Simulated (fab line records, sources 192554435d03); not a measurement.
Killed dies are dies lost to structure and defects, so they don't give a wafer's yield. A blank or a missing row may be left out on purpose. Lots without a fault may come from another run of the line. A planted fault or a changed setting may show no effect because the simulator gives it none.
Chamber matching | flow n5_finfet | N5_FIN_SAQP_PECVD_47 on pecvd-03: 3 sister chambers
The step deposits a-Si from SiH4/He, target thk 45 nm, time 36.3 s. 6 wafers are shown with their chamber, then 9 later ones without.

WAFERS WITH THEIR CHAMBER
wafer  | chamber | throttle_valve_pct (%) | heater_power_w (W)
L083.2 | 1       | 19.3                   | 982
L084.4 | 2       | 18.7                   | 741
L084.5 | 1       | 19.6                   | 922
L087.3 | 0       | 17.7                   | 896
L087.4 | 2       | 18.7                   | 779
L087.6 | 0       | 17.4                   | 900

WAFERS WITHOUT THEIR CHAMBER
wafer  | throttle_valve_pct (%) | heater_power_w (W)
L089.1 | 17.4                   | 934
L089.2 | 19.7                   | 980
L089.4 | 18.8                   | 777
L092.1 | 19.3                   | 906
L092.2 | 18.9                   | 808
L092.3 | 17.6                   | 950
L094.1 | 17.7                   | 945
L094.4 | 17.6                   | 951
L094.6 | 19.9                   | 845

WHICH CHAMBER EACH WENT THROUGH
wafer  | from the rows above | in truth
L089.1 | 0                   | 0
L089.2 | 1                   | 1
L089.4 | 2                   | 2
L092.1 | 1                   | 1
L092.2 | 2                   | 2
L092.3 | 0                   | 0
L094.1 | 0                   | 0
L094.4 | 0                   | 0
L094.6 | 1                   | 1
Placed correctly: 9 of 9. Can't be placed from these rows: 0. Placed wrongly: 0.
How it was worked out, from the rows above alone: a wafer's distance from a chamber is the root of the sum, over the readings, of the square of ((its reading less the chamber's mean) divided by the reading's scatter). The wafer belongs to the nearest chamber; if the next one is less than 2 further off, it can't be placed. A chamber's mean is the mean of its shown wafers. The scatter: the root of (the sum of the squares of (reading less its chamber's mean) over the shown wafers, divided by (wafers less chambers)).
